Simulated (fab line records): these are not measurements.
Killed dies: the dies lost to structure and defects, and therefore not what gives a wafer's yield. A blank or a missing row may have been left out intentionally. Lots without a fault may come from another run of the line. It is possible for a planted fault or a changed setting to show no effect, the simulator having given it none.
Matching of chambers || flow n5-finfet || 4 sister chambers for N5_BEOL_M0_SAQP_DESCUM_19 on rie-diel-06
The step chemistry O2, time 7.9 s. 16 wafers are shown with their chamber, then 8 later ones without.

== WAFERS WITH THEIR CHAMBER ==
{"wafer": "L075.1", "chamber": 0, "showerhead-plenum-p-Torr (Torr)": 2.21, "throttle-valve-pct (%)": 20.18, "drypump-motor-current-A (A)": 6.1}
{"wafer": "L075.4", "chamber": 2, "showerhead-plenum-p-Torr (Torr)": 2.17, "throttle-valve-pct (%)": 20.70, "drypump-motor-current-A (A)": 6.3}
{"wafer": "L075.6", "chamber": 2, "showerhead-plenum-p-Torr (Torr)": 2.17, "throttle-valve-pct (%)": 20.73, "drypump-motor-current-A (A)": 6.2}
{"wafer": "L076.1", "chamber": 1, "showerhead-plenum-p-Torr (Torr)": 2.11, "throttle-valve-pct (%)": 20.89, "drypump-motor-current-A (A)": 5.3}
{"wafer": "L076.3", "chamber": 2, "showerhead-plenum-p-Torr (Torr)": 2.17, "throttle-valve-pct (%)": 20.71, "drypump-motor-current-A (A)": 6.3}
{"wafer": "L076.5", "chamber": 3, "showerhead-plenum-p-Torr (Torr)": 2.01, "throttle-valve-pct (%)": 20.55, "drypump-motor-current-A (A)": 5.6}
{"wafer": "L077.2", "chamber": 2, "showerhead-plenum-p-Torr (Torr)": 2.17, "throttle-valve-pct (%)": 20.73, "drypump-motor-current-A (A)": 6.2}
{"wafer": "L077.3", "chamber": 0, "showerhead-plenum-p-Torr (Torr)": 2.21, "throttle-valve-pct (%)": 20.17, "drypump-motor-current-A (A)": 6.1}
{"wafer": "L077.4", "chamber": 1, "showerhead-plenum-p-Torr (Torr)": 2.11, "throttle-valve-pct (%)": 20.88, "drypump-motor-current-A (A)": 5.4}
{"wafer": "L086.3", "chamber": 0, "showerhead-plenum-p-Torr (Torr)": 2.20, "throttle-valve-pct (%)": 20.21, "drypump-motor-current-A (A)": 6.1}
{"wafer": "L086.5", "chamber": 1, "showerhead-plenum-p-Torr (Torr)": 2.11, "throttle-valve-pct (%)": 20.91, "drypump-motor-current-A (A)": 5.4}
{"wafer": "L086.6", "chamber": 2, "showerhead-plenum-p-Torr (Torr)": 2.16, "throttle-valve-pct (%)": 20.74, "drypump-motor-current-A (A)": 6.3}
{"wafer": "L087.2", "chamber": 3, "showerhead-plenum-p-Torr (Torr)": 2.00, "throttle-valve-pct (%)": 20.59, "drypump-motor-current-A (A)": 5.7}
{"wafer": "L087.3", "chamber": 0, "showerhead-plenum-p-Torr (Torr)": 2.20, "throttle-valve-pct (%)": 20.22, "drypump-motor-current-A (A)": 6.1}
{"wafer": "L087.5", "chamber": 2, "showerhead-plenum-p-Torr (Torr)": 2.16, "throttle-valve-pct (%)": 20.76, "drypump-motor-current-A (A)": 6.3}
{"wafer": "L089.3", "chamber": 0, "showerhead-plenum-p-Torr (Torr)": 2.20, "throttle-valve-pct (%)": 20.20, "drypump-motor-current-A (A)": 6.2}

SIGNATURES (averages over the wafers above)
{"reading": "showerhead-plenum-p-Torr", "chamber 0": 2.2040, "chamber 1": 2.1100, "chamber 2": 2.1667, "chamber 3": 2.0050, "scatter within a chamber": 0.00503}
{"reading": "throttle-valve-pct", "chamber 0": 20.1960, "chamber 1": 20.8933, "chamber 2": 20.7283, "chamber 3": 20.5700, "scatter within a chamber": 0.021}
{"reading": "drypump-motor-current-A", "chamber 0": 6.120, "chamber 1": 5.367, "chamber 2": 6.267, "chamber 3": 5.650, "scatter within a chamber": 0.0524}
Rule: a wafer lies at a distance from a chamber equal to the root of the sum of squares, over the readings, of (its reading less the chamber's mean, divided by the reading's scatter). If the next closest chamber is less than 2 further off than the closest, the wafer can't be placed; otherwise it belongs to the closest. The scatter: take each reading less its chamber's mean, square it, sum over the shown wafers, divide by the number of wafers less the number of chambers, and take the root.

== WAFERS WITHOUT THEIR CHAMBER ==
{"wafer": "L089.5", "showerhead-plenum-p-Torr (Torr)": 2.00, "throttle-valve-pct (%)": 20.60, "drypump-motor-current-A (A)": 5.7}
{"wafer": "L089.6", "showerhead-plenum-p-Torr (Torr)": 2.20, "throttle-valve-pct (%)": 20.21, "drypump-motor-current-A (A)": 6.2}
{"wafer": "L090.1", "showerhead-plenum-p-Torr (Torr)": 2.00, "throttle-valve-pct (%)": 20.61, "drypump-motor-current-A (A)": 5.7}
{"wafer": "L090.5", "showerhead-plenum-p-Torr (Torr)": 2.20, "throttle-valve-pct (%)": 20.21, "drypump-motor-current-A (A)": 6.2}
{"wafer": "L090.6", "showerhead-plenum-p-Torr (Torr)": 2.10, "throttle-valve-pct (%)": 20.92, "drypump-motor-current-A (A)": 5.3}
{"wafer": "L091.1", "showerhead-plenum-p-Torr (Torr)": 2.00, "throttle-valve-pct (%)": 20.60, "drypump-motor-current-A (A)": 5.6}
{"wafer": "L091.2", "showerhead-plenum-p-Torr (Torr)": 2.16, "throttle-valve-pct (%)": 20.77, "drypump-motor-current-A (A)": 6.3}
{"wafer": "L091.4", "showerhead-plenum-p-Torr (Torr)": 2.20, "throttle-valve-pct (%)": 20.21, "drypump-motor-current-A (A)": 6.1}

== EACH ONE'S CHAMBER ==
{"wafer": "L089.5", "from the rows above": 3, "in truth": 3}
{"wafer": "L089.6", "from the rows above": 0, "in truth": 0}
{"wafer": "L090.1", "from the rows above": 3, "in truth": 3}
{"wafer": "L090.5", "from the rows above": 0, "in truth": 0}
{"wafer": "L090.6", "from the rows above": 1, "in truth": 1}
{"wafer": "L091.1", "from the rows above": 3, "in truth": 3}
{"wafer": "L091.2", "from the rows above": 2, "in truth": 2}
{"wafer": "L091.4", "from the rows above": 0, "in truth": 0}
Placed correctly: 8 of 8. Not placeable from these rows: 0. Number placed wrongly: 0.
